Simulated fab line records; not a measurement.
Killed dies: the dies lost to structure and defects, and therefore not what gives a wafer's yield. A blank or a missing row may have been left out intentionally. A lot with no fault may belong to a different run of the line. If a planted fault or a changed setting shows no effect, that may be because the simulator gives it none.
Split-lot study || flow n5-finfet || 21 wafers read across 7 lots, on a route 1938 steps long

== ABOUT THE SPLIT ==
At N5_BEOL_M11_EXPOSE_25 (exposes mask V10), the setting dose-mj was moved away from the recipe's 85.5 on 4 of the 21 wafers read, by -6.3% to +6.3%. All remaining wafers had this setting at the recipe value.

== FROM THE SPLIT TO THE READING: what the file shows between them, 2 steps ==
- N5_BEOL_M11_PEB_26: peb time 60 s
- N5_BEOL_M11_DEVELOP_27: develop time 30 s

== THE READING ==
Shown in nm: cd-nm at N5_BEOL_M11_CD_MEAS_28, with target cd 70 nm. Fault-free wafers of this fab line usually give 70.7 nm, standard deviation 0.85 nm.

{"wafer": "L078.1", "tool, chamber at the split": "arfi-scanner-01, 0", "dose-mj as run": 85.5, "against the recipe": "recipe", "cd-nm, nm": 70.7, "against lot-mates on the recipe": "-"}
{"wafer": "L078.4", "tool, chamber at the split": "arfi-scanner-01, 0", "dose-mj as run": 85.5, "against the recipe": "recipe", "cd-nm, nm": 69.5, "against lot-mates on the recipe": "-"}
{"wafer": "L078.6", "tool, chamber at the split": "arfi-scanner-01, 0", "dose-mj as run": 85.5, "against the recipe": "recipe", "cd-nm, nm": 70.4, "against lot-mates on the recipe": "-"}
{"wafer": "L083.1", "tool, chamber at the split": "arfi-scanner-03, 0", "dose-mj as run": 85.5, "against the recipe": "recipe", "cd-nm, nm": 70.9, "against lot-mates on the recipe": "-"}
{"wafer": "L083.2", "tool, chamber at the split": "arfi-scanner-03, 0", "dose-mj as run": 85.5, "against the recipe": "recipe", "cd-nm, nm": 70.5, "against lot-mates on the recipe": "-"}
{"wafer": "L083.4", "tool, chamber at the split": "arfi-scanner-03, 0", "dose-mj as run": 85.5, "against the recipe": "recipe", "cd-nm, nm": 70.4, "against lot-mates on the recipe": "-"}
{"wafer": "L089.3", "tool, chamber at the split": "arfi-scanner-02, 0", "dose-mj as run": 85.5, "against the recipe": "recipe", "cd-nm, nm": 70.5, "against lot-mates on the recipe": "-"}
{"wafer": "L089.4", "tool, chamber at the split": "arfi-scanner-02, 0", "dose-mj as run": 85.5, "against the recipe": "recipe", "cd-nm, nm": 70.2, "against lot-mates on the recipe": "-"}
{"wafer": "L089.6", "tool, chamber at the split": "arfi-scanner-02, 0", "dose-mj as run": 80.15, "against the recipe": "-6.3%", "cd-nm, nm": 64.6, "against lot-mates on the recipe": -5.8}
{"wafer": "L090.1", "tool, chamber at the split": "arfi-scanner-01, 0", "dose-mj as run": 81.94, "against the recipe": "-4.2%", "cd-nm, nm": 66.8, "against lot-mates on the recipe": -3.2}
{"wafer": "L090.2", "tool, chamber at the split": "arfi-scanner-01, 0", "dose-mj as run": 85.5, "against the recipe": "recipe", "cd-nm, nm": 70.0, "against lot-mates on the recipe": "-"}
{"wafer": "L090.5", "tool, chamber at the split": "arfi-scanner-01, 0", "dose-mj as run": 85.5, "against the recipe": "recipe", "cd-nm, nm": 70.1, "against lot-mates on the recipe": "-"}
{"wafer": "L092.2", "tool, chamber at the split": "arfi-scanner-02, 0", "dose-mj as run": 85.5, "against the recipe": "recipe", "cd-nm, nm": 70.9, "against lot-mates on the recipe": "-"}
{"wafer": "L092.5", "tool, chamber at the split": "arfi-scanner-02, 0", "dose-mj as run": 85.5, "against the recipe": "recipe", "cd-nm, nm": 71.0, "against lot-mates on the recipe": "-"}
{"wafer": "L092.6", "tool, chamber at the split": "arfi-scanner-02, 0", "dose-mj as run": 85.5, "against the recipe": "recipe", "cd-nm, nm": 71.9, "against lot-mates on the recipe": "-"}
{"wafer": "L096.3", "tool, chamber at the split": "arfi-scanner-03, 0", "dose-mj as run": 90.88, "against the recipe": "+6.3%", "cd-nm, nm": 76.0, "against lot-mates on the recipe": "+5.3"}
{"wafer": "L096.4", "tool, chamber at the split": "arfi-scanner-03, 0", "dose-mj as run": 90.88, "against the recipe": "+6.3%", "cd-nm, nm": 76.2, "against lot-mates on the recipe": "+5.5"}
{"wafer": "L096.6", "tool, chamber at the split": "arfi-scanner-03, 0", "dose-mj as run": 85.5, "against the recipe": "recipe", "cd-nm, nm": 70.7, "against lot-mates on the recipe": "-"}
{"wafer": "L097.2", "tool, chamber at the split": "arfi-scanner-02, 0", "dose-mj as run": 85.5, "against the recipe": "recipe", "cd-nm, nm": 70.9, "against lot-mates on the recipe": "-"}
{"wafer": "L097.3", "tool, chamber at the split": "arfi-scanner-02, 0", "dose-mj as run": 85.5, "against the recipe": "recipe", "cd-nm, nm": 69.8, "against lot-mates on the recipe": "-"}
{"wafer": "L097.4", "tool, chamber at the split": "arfi-scanner-02, 0", "dose-mj as run": 85.5, "against the recipe": "recipe", "cd-nm, nm": 71.8, "against lot-mates on the recipe": "-"}

FIT RESULTS
A straight line over all 21 wafers: cd-nm changes by +0.904 nm for each +1% of dose-mj; r = +0.97; the points scatter about the line by 0.58 nm.
The same after taking each lot's own level away (the mean of its wafers on the recipe; 21 wafers): +0.866 nm for each +1%; r = +0.98; scatter 0.45 nm.
According to that fit, moving dose-mj by its largest amount changes the reading by 5.4 nm.
The span of the lots' own levels, 70.05 to 71.27 nm, comes to 1.4 times the standard deviation stated above.
The two slopes are in agreement: the lot-to-lot level therefore moves the slope only a little.
Check: +5.52 nm against its lot-mates is what the line predicts for one of the wafers moved furthest among these (+6.3%) when that wafer is left out of the fit. Against them it came out at +5.3 nm.

== THESE WAFERS: OTHER SPLITS ==
Note: prior to the reading, these wafers also went through further splits. Each is held against what the fit with the lots' levels taken away leaves over:
{"other split on the same wafers": "N5_BEOL_M9_ILD_DEP_00 time-s", "wafers away from the commonest value": 8, "r with cd-nm (lot level and that fit taken away)": "+0.00"}
{"other split on the same wafers": "N5_BEOL_M10_TRENCH_ETCH_37 time-s", "wafers away from the commonest value": 9, "r with cd-nm (lot level and that fit taken away)": "+0.05"}

== THE FILE'S OWN FIT ==
cd-nm changes by +0.874 nm for each +1% of dose-mj, r = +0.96.
